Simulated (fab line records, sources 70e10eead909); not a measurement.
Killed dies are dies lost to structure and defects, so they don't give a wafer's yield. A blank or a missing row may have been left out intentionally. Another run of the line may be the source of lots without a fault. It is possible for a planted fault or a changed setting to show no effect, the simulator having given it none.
One fault through the eyes of 3 desks	flow nand_harc	only its own numbers are on each desk; what lay behind them is given at the end

THE TOOL OWNER'S DESK: pvd_sputter-02
The tool's own readings at NHARC_P_M1_PVD_21 (deposits Cu, target thk 30 nm, time 20.49 s): means of the sampled wafers that have a number, for each lot that ran on this tool. The brackets show how far a lot's mean lies from the usual mean; more than 4 standard deviations puts the lot out of limits, marked OUT.
Columns: A = throttle_valve_pct at NHARC_P_M1_PVD_21, usual 30.2 %
lot	first seen here	A
L670	day 6 01:53	28.4
L672	day 6 22:04	30.3
L674	day 6 23:02	30.2
L682	day 9 08:09	29.5
L683	day 9 09:02	29.0
Result from this desk: across the 5 lots, nothing is out of limits.

THE DEFECT DESK
Counts from the inspections along the route, per lot, as means over the sampled wafers that have a number. The brackets show how far a lot's mean lies from the usual mean; more than 4 standard deviations puts the lot out of limits, marked OUT.
Columns: A = raw_defect_count at NHARC_P_M1_INSPECT_11, usual 4.1; B = raw_defect_count at NHARC_P_M1_INSPECT_27, usual 309; C = raw_defect_count at NHARC_P_M2_INSPECT_11, usual 4.3
lot	first seen here	A	B	C
L670	day 6 00:23	3.3	452	2.7
L672	day 6 20:44	4.0	249	4.7
L674	day 6 21:42	4.3	261	5.3
L682	day 9 06:49	3.0	262	3.0
L683	day 9 07:43	3.3	223	4.0
L690	day 11 04:42	3.3	219	5.0
Result from this desk: across the 6 lots, nothing is out of limits.

METROLOGY DESK
What the gauges read, lot by lot, whatever tool the lot ran on: means of the sampled wafers that have a number. The brackets show how far a lot's mean lies from the usual mean; more than 4 standard deviations puts the lot out of limits, marked OUT.
Columns: A = overlay_x_nm at NHARC_P_M1_OVL_MEAS_10, usual 0.0 nm; B = overlay_y_nm at NHARC_P_M1_OVL_MEAS_10, usual 0.0 nm; C = cd_nm at NHARC_P_M1_CD_MEAS_16, usual 130.2 nm; D = cd_nm at NHARC_P_M2_CD_MEAS_09, usual 169.9 nm; E = overlay_x_nm at NHARC_P_M2_OVL_MEAS_10, usual 0.1 nm; F = overlay_y_nm at NHARC_P_M2_OVL_MEAS_10, usual -0.1 nm; G = cd_nm at NHARC_P_M2_CD_MEAS_16, usual 169.7 nm
lot	first seen here	A	B	C	D	E	F	G
L670	day 6 00:20	-0.3	0.5	130.3	170.2	-0.5	0.3	169.6
L672	day 6 20:42	0.5	1.0	130.5	170.4	2.1	-0.6	169.3
L674	day 6 21:40	-0.6	-0.1	130.5	170.4	-0.3	-0.5	169.6
L682	day 9 06:46	1.1	-0.9	130.2	171.3	-0.6	-0.3	171.6
L683	day 9 07:40	0.4	-0.4	129.7	169.6	-0.5	-0.5	168.5
L690	day 11 04:40	0.3	-0.0	130.3	170.3	-0.7	-0.3	169.6
Result from this desk: across the 6 lots, nothing is out of limits.

BROUGHT TOGETHER
The tool owner's desk saw nothing out of limits.
Nothing the defect desk looked at was out of limits.
At the metrology desk, nothing out of limits was observed.

WHAT HAD BEEN PUT IN BY THE SIMULATOR
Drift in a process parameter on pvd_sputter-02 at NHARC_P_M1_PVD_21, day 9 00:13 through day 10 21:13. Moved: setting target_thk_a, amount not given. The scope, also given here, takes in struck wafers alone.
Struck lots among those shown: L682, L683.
